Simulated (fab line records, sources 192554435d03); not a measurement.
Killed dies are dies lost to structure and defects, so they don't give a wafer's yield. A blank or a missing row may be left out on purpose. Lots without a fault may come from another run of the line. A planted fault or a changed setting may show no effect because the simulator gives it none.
Which tool did it? | flow n5_finfet | 24 lots, 72 wafers sampled, at 5 steps of a route of 1938

WHAT THE GAUGES READ, wafer by wafer
N5_START_INSPECT_01: inspects for defects (unpatterned scan). Usual: raw_defect_count 5.8, standard deviation 2.4.
lot  | measured    | on                | raw_defect_count | flag
L074 | day 1 12:02 | defect_inspect-02 | 4 9 7            |
L075 | day 1 18:02 | defect_inspect-01 | 3 6 9            |
L076 | day 2 00:02 | defect_inspect-01 | 6 6 9            |
L077 | day 2 06:02 | defect_inspect-01 | 7 2 6            |
L078 | day 2 12:02 | defect_inspect-01 | 4 5 10           |
L079 | day 2 18:02 | defect_inspect-01 | 6 7 4            |
L080 | day 3 00:02 | defect_inspect-01 | 5 3 6            |
L081 | day 3 06:02 | defect_inspect-01 | 7 5 8            |
L082 | day 3 12:02 | defect_inspect-01 | 9 2 5            |
L083 | day 3 18:02 | defect_inspect-01 | 2 6 8            |
L084 | day 4 00:02 | defect_inspect-02 | 4 3 5            |
L085 | day 4 06:02 | defect_inspect-02 | 3 6 2            |
L086 | day 4 12:02 | defect_inspect-02 | 4 7 2            |
L087 | day 4 18:02 | defect_inspect-02 | 8 6 6            |
L088 | day 5 00:02 | defect_inspect-02 | 6 6 5            |
L089 | day 5 06:02 | defect_inspect-01 | 4 4 8            |
L090 | day 5 12:02 | defect_inspect-01 | 9 6 6            |
L091 | day 5 18:02 | defect_inspect-01 | 9 5 11           |
L092 | day 6 00:02 | defect_inspect-02 | 4 2 7            |
L093 | day 6 06:02 | defect_inspect-01 | 3 4 9            |
L094 | day 6 12:02 | defect_inspect-02 | 5 3 2            |
L095 | day 6 18:02 | defect_inspect-02 | 8 5 4            |
L096 | day 7 00:02 | defect_inspect-01 | 2 3 4            |
L097 | day 7 06:02 | defect_inspect-02 | 6 8 5            |

N5_DUMMY_GATE_CD_MEAS_24: target cd 15 nm. Usual: cd_nm 15.0 nm, standard deviation 0.43.
lot  | measured    | on        | cd_nm (nm)     | flag
L074 | day 2 22:55 | cd_sem-03 | 14.8 14.9 14.7 |
L075 | day 3 06:35 | cd_sem-02 | 15.5 15.0 15.1 |
L076 | day 3 10:31 | cd_sem-03 | 14.5 15.3 15.3 |
L077 | day 3 17:41 | cd_sem-03 | 16.0 15.2 15.5 |
L078 | day 3 23:04 | cd_sem-02 | 15.3 14.9 15.1 |
L079 | day 4 03:14 | cd_sem-03 | 15.6 15.3 15.0 |
L080 | day 4 11:55 | cd_sem-02 | 14.3 15.0 14.5 |
L081 | day 4 16:11 | cd_sem-02 | 15.1 15.2 15.2 |
L082 | day 4 22:22 | cd_sem-03 | 14.8 15.4 15.5 |
L083 | day 5 11:37 | cd_sem-03 | 15.4 15.2 14.7 |
L084 | day 5 13:26 | cd_sem-03 | 14.4 15.3 15.6 |
L085 | day 5 21:15 | cd_sem-03 | 14.9 15.4 15.5 |
L086 | day 6 01:08 | cd_sem-03 | 15.1 14.2 15.3 |
L087 | day 6 04:57 | cd_sem-01 | 14.8 15.2 15.0 |
L088 | day 6 12:27 | cd_sem-03 | 15.7 14.4 15.1 |
L089 | day 6 17:46 | cd_sem-02 | 14.9 14.4 14.5 |
L090 | day 6 23:50 | cd_sem-03 | 14.9 15.1 14.4 |
L091 | day 7 03:58 | cd_sem-03 | 14.4 15.9 15.5 |
L092 | day 7 12:07 | cd_sem-02 | 15.2 14.6 15.3 |
L093 | day 7 17:55 | cd_sem-01 | 14.0 14.5 14.8 |
L094 | day 7 23:12 | cd_sem-01 | 15.6 15.2 16.0 |
L095 | day 8 04:34 | cd_sem-03 | 14.1 14.7 14.8 |
L096 | day 8 11:34 | cd_sem-03 | 14.7 15.2 14.4 |
L097 | day 8 16:08 | cd_sem-03 | 15.7 15.4 15.1 |

N5_SD_EPI_P_OVL_MEAS_10. Usual: SD_P_BLK_OVL -0.1 nm, standard deviation 0.74.
lot  | measured    | on         | SD_P_BLK_OVL (nm) | flag
L074 | day 3 04:31 | overlay-01 | -0.1 -0.7 -0.6    |
L075 | day 3 15:24 | overlay-01 | -0.7 -1.3 0.1     |
L076 | day 3 16:18 | overlay-02 | -1.2 0.3 -1.2     |
L077 | day 4 00:04 | overlay-02 | -0.2 -0.7 -0.5    |
L078 | day 4 04:35 | overlay-02 | -1.0 0.5 -0.7     |
L079 | day 4 09:04 | overlay-01 | 0.5 0.0 1.1       |
L080 | day 4 18:06 | overlay-01 | 0.7 -0.4 0.5      |
L081 | day 4 22:09 | overlay-01 | 0.3 0.1 -0.4      |
L082 | day 5 06:14 | overlay-02 | -0.3 0.1 0.0      |
L083 | day 5 19:35 | overlay-02 | 0.6 2.2 0.3       |
L084 | day 5 21:00 | overlay-02 | 0.0 -0.5 -0.2     |
L085 | day 6 04:02 | overlay-01 | -1.1 -2.2 -0.8    |
L086 | day 6 07:46 | overlay-01 | -0.5 1.0 0.4      |
L087 | day 6 11:43 | overlay-02 | 0.7 0.6 1.3       |
L088 | day 6 19:54 | overlay-01 | -0.1 -0.2 0.4     |
L089 | day 6 23:51 | overlay-02 | -0.7 0.6 0.2      |
L090 | day 7 07:41 | overlay-02 | -1.5 -1.2 -1.0    |
L091 | day 7 10:01 | overlay-02 | -0.8 0.2 0.2      |
L092 | day 7 19:59 | overlay-02 | 0.6 -0.7 -0.3     |
L093 | day 7 23:37 | overlay-01 | 0.4 1.4 0.5       |
L094 | day 8 05:05 | overlay-01 | 1.4 -0.2 0.1      |
L095 | day 8 10:24 | overlay-01 | 0.6 1.1 -0.2      |
L096 | day 8 18:17 | overlay-02 | -0.2 -0.4 -0.6    |
L097 | day 9 01:59 | overlay-01 | 0.5 0.5 0.8       |

WHICH TOOL RAN EACH LOT (tool, then ch and the chambers of the sampled wafers, then the start)
lot  | N5_FIN_SAQP_ETCH_52               | N5_FIN_SAQP_STRIP_55
L074 | rie_diel-01 ch 0,1, day 1 21:38   | rie_diel-06 ch 0,2,3, day 1 22:02
L075 | rie_diel-01 ch 1,2, day 2 04:33   | rie_diel-01 ch 0,1,2, day 2 04:50
L076 | rie_diel-03 ch 2,3, day 2 10:11   | rie_diel-06 ch 1,2, day 2 10:28
L077 | rie_diel-01 ch 0,3, day 2 16:38   | rie_diel-06 ch 0,3, day 2 16:56
L078 | rie_diel-06 ch 0,2,3, day 2 21:20 | rie_diel-03 ch 0,1,2, day 2 21:37
L079 | rie_diel-06 ch 2,3, day 3 03:25   | rie_diel-06 ch 0,1,2, day 3 03:42
L080 | rie_diel-06 ch 0,1,2, day 3 10:13 | rie_diel-06 ch 0,2,3, day 3 10:31
L081 | rie_diel-03 ch 0,1,3, day 3 15:43 | rie_diel-01 ch 0,2, day 3 16:01
L082 | rie_diel-06 ch 2,3, day 3 21:53   | rie_diel-06 ch 0,1,2, day 3 22:18
L083 | rie_diel-01 ch 0,1,2, day 4 04:28 | rie_diel-03 ch 0,1,3, day 4 04:47
L084 | rie_diel-01 ch 1,2, day 4 10:35   | rie_diel-06 ch 0,1,3, day 4 11:07
L085 | rie_diel-01 ch 1,2,3, day 4 16:43 | rie_diel-03 ch 2,3, day 4 17:01
L086 | rie_diel-06 ch 1,2, day 4 23:42   | rie_diel-03 ch 0,1,2, day 4 23:59
L087 | rie_diel-06 ch 0,2, day 5 03:50   | rie_diel-03 ch 0,1,2, day 5 04:08
L088 | rie_diel-01 ch 0,1,3, day 5 11:27 | rie_diel-03 ch 0,2,3, day 5 11:44
L089 | rie_diel-03 ch 1,2, day 5 17:14   | rie_diel-01 ch 0,2,3, day 5 17:32
L090 | rie_diel-06 ch 0,1,2, day 5 22:40 | rie_diel-03 ch 0,1,2, day 5 22:58
L091 | rie_diel-03 ch 0,2, day 6 03:52   | rie_diel-03 ch 0,2, day 6 04:13
L092 | rie_diel-03 ch 0,1, day 6 10:05   | rie_diel-03 ch 0,1,2, day 6 10:22
L093 | rie_diel-01 ch 1,2, day 6 16:28   | rie_diel-06 ch 0,1,3, day 6 16:53
L094 | rie_diel-01 ch 0,2,3, day 6 22:21 | rie_diel-03 ch 0,1, day 6 22:38
L095 | rie_diel-01 ch 0,2,3, day 7 04:40 | rie_diel-06 ch 0,1, day 7 05:00
L096 | rie_diel-06 ch 0,1,3, day 7 10:40 | rie_diel-06 ch 1,2,3, day 7 10:58
L097 | rie_diel-01 ch 0,1, day 7 15:55   | rie_diel-03 ch 0,1,3, day 7 16:13
- N5_FIN_SAQP_ETCH_52: etches SOC in N2/H2, target depth 100 nm, overetch 20 nm, time 150 s.
- N5_FIN_SAQP_STRIP_55: strips in N2/H2.

WHAT THE TOOLS THEMSELVES READ (means of the sampled wafers that have a number; where no wafer has one, the mark that the record gives instead)
N5_FIN_SAQP_ETCH_52. Usual: drypump_motor_current_A 5.5 A, standard deviation 0.5; oes_product_au 0.71 a.u., standard deviation 0.06; rf_vpp_V 524.4 V, standard deviation 2.7; showerhead_plenum_p_Torr 2.57 Torr, standard deviation 0.091; throttle_valve_pct 17.87 %, standard deviation 0.24.
lot  | tool        | drypump_motor_current_A (A) | oes_product_au (a.u.) | rf_vpp_V (V) | showerhead_plenum_p_Torr (Torr) | throttle_valve_pct (%) | flag
L074 | rie_diel-01 | 5.7                         | 0.67                  | 523.3        | 2.53                            | 17.92                  |
L075 | rie_diel-01 | 5.6                         | 0.67                  | 524.5        | 2.58                            | 18.03                  |
L076 | rie_diel-03 | 5.8                         | 0.64                  | 524.0        | 2.55                            | 17.99                  |
L077 | rie_diel-01 | 6.2                         | 0.79                  | 527.8        | 2.65                            | 17.58                  |
L078 | rie_diel-06 | 5.1                         | 0.75                  | 522.9        | 2.55                            | 17.90                  |
L079 | rie_diel-06 | 5.0                         | 0.78                  | 522.6        | 2.49                            | 17.73                  |
L080 | rie_diel-06 | 5.2                         | 0.72                  | 524.3        | 2.57                            | 17.91                  |
L081 | rie_diel-03 | 5.6                         | 0.68                  | 524.7        | 2.57                            | 17.81                  |
L082 | rie_diel-06 | 5.0                         | 0.77                  | 520.7        | 2.49                            | 17.76                  |
L083 | rie_diel-01 | 5.5                         | 0.68                  | 525.5        | 2.57                            | 18.02                  |
L084 | rie_diel-01 | 5.5                         | 0.66                  | 524.6        | 2.57                            | 18.08                  |
L085 | rie_diel-01 | 5.8                         | 0.72                  | 526.3        | 2.64                            | 17.88                  |
L086 | rie_diel-06 | 5.2                         | 0.74                  | 523.2        | 2.51                            | 17.88                  |
L087 | rie_diel-06 | 5.1                         | 0.72                  | 522.2        | 2.54                            | 18.03                  |
L088 | rie_diel-01 | 5.9                         | 0.70                  | 525.5        | 2.57                            | 17.83                  |
L089 | rie_diel-03 | 5.5                         | 0.68                  | 520.5        | 2.43                            | 17.75                  |
L090 | rie_diel-06 | 5.2                         | 0.71                  | 524.3        | 2.56                            | 17.95                  |
L091 | rie_diel-03 | 6.1                         | 0.64                  | 524.0        | 2.56                            | 18.04                  |
L092 | rie_diel-03 | 5.8                         | 0.67                  | 524.5        | 2.57                            | 17.85                  |
L093 | rie_diel-01 | 5.3                         | 0.68                  | 525.2        | 2.62                            | 18.12                  |
L094 | rie_diel-01 | 5.7                         | 0.72                  | 525.8        | 2.63                            | 17.86                  |
L095 | rie_diel-01 | 5.8                         | 0.72                  | 526.3        | 2.63                            | 17.85                  |
L096 | rie_diel-06 | 5.1                         | 0.70                  | 524.3        | 2.56                            | 17.86                  |
L097 | rie_diel-01 | 5.7                         | 0.73                  | 523.2        | 2.51                            | 17.87                  |

N5_FIN_SAQP_STRIP_55. Usual: drypump_motor_current_A 5.4 A, standard deviation 0.48; oes_product_au 0.79 a.u., standard deviation 0.073; rf_vpp_V 121.9 V, standard deviation 1.5; showerhead_plenum_p_Torr 3.36 Torr, standard deviation 0.11; throttle_valve_pct 19.0 %, standard deviation 0.33.
lot  | tool        | drypump_motor_current_A (A) | oes_product_au (a.u.) | rf_vpp_V (V) | showerhead_plenum_p_Torr (Torr) | throttle_valve_pct (%) | flag
L074 | rie_diel-06 | 5.1                         | 0.84                  | 120.4        | 3.37                            | 19.2                   |
L075 | rie_diel-01 | 5.5                         | 0.77                  | 121.6        | 3.40                            | 19.1                   |
L076 | rie_diel-06 | 5.4                         | 0.85                  | 122.7        | 3.36                            | 18.9                   |
L077 | rie_diel-06 | 4.9                         | 0.85                  | 120.8        | 3.37                            | 19.3                   |
L078 | rie_diel-03 | 5.6                         | 0.78                  | 123.0        | 3.33                            | 18.9                   |
L079 | rie_diel-06 | 5.2                         | 0.82                  | 121.6        | 3.39                            | 19.1                   |
L080 | rie_diel-06 | 5.0                         | 0.84                  | 120.9        | 3.36                            | 19.2                   |
L081 | rie_diel-01 | 5.4                         | 0.78                  | 121.5        | 3.40                            | 19.0                   |
L082 | rie_diel-06 | 5.2                         | 0.81                  | 122.7        | 3.39                            | 19.2                   |
L083 | rie_diel-03 | 5.7                         | 0.75                  | 122.7        | 3.39                            | 18.9                   |
L084 | rie_diel-06 | 5.1                         | 0.81                  | 122.7        | 3.39                            | 19.1                   |
L085 | rie_diel-03 | 5.8                         | 0.73                  | 121.3        | 3.28                            | 19.1                   |
L086 | rie_diel-03 | 5.7                         | 0.77                  | 120.2        | 3.32                            | 18.9                   |
L087 | rie_diel-03 | 5.6                         | 0.76                  | 122.4        | 3.32                            | 18.9                   |
L088 | rie_diel-03 | 6.0                         | 0.72                  | 121.1        | 3.37                            | 19.1                   |
L089 | rie_diel-01 | 5.8                         | 0.82                  | 122.3        | 3.48                            | 18.9                   |
L090 | rie_diel-03 | 5.6                         | 0.76                  | 122.2        | 3.31                            | 18.9                   |
L091 | rie_diel-03 | 6.1                         | 0.72                  | 121.9        | 3.38                            | 19.2                   |
L092 | rie_diel-03 | 5.6                         | 0.75                  | 122.1        | 3.31                            | 18.9                   |
L093 | rie_diel-06 | 5.1                         | 0.80                  | 122.0        | 3.38                            | 19.2                   |
L094 | rie_diel-03 | 5.3                         | 0.78                  | 121.5        | 3.32                            | 18.6                   |
L095 | rie_diel-06 | 5.2                         | 0.77                  | 122.5        | 3.44                            | 19.3                   |
L096 | rie_diel-06 | 5.1                         | 0.82                  | 120.7        | 3.30                            | 19.1                   |
L097 | rie_diel-03 | 5.6                         | 0.82                  | 122.1        | 3.38                            | 18.8                   |

THE ANSWER, worked out from the rows above alone
Rule: a lot is off if the mean of its wafers that have a number lies more than 3 standard deviations from the usual mean. A lot without any number at a reading at which 4 lots or more have one is off too. The other lots that the step has rows for count as sound. The gauges are gone through in route order, then the tools' own readings, and for those a lot's mean is taken as printed above. The first step at which some lot is off is used, and at that step the reading that is off furthest; a lot without a number counts as furthest.
No lot is off at any reading shown: from this, nothing can be told.

WHAT THE SIMULATOR HAD PUT IN
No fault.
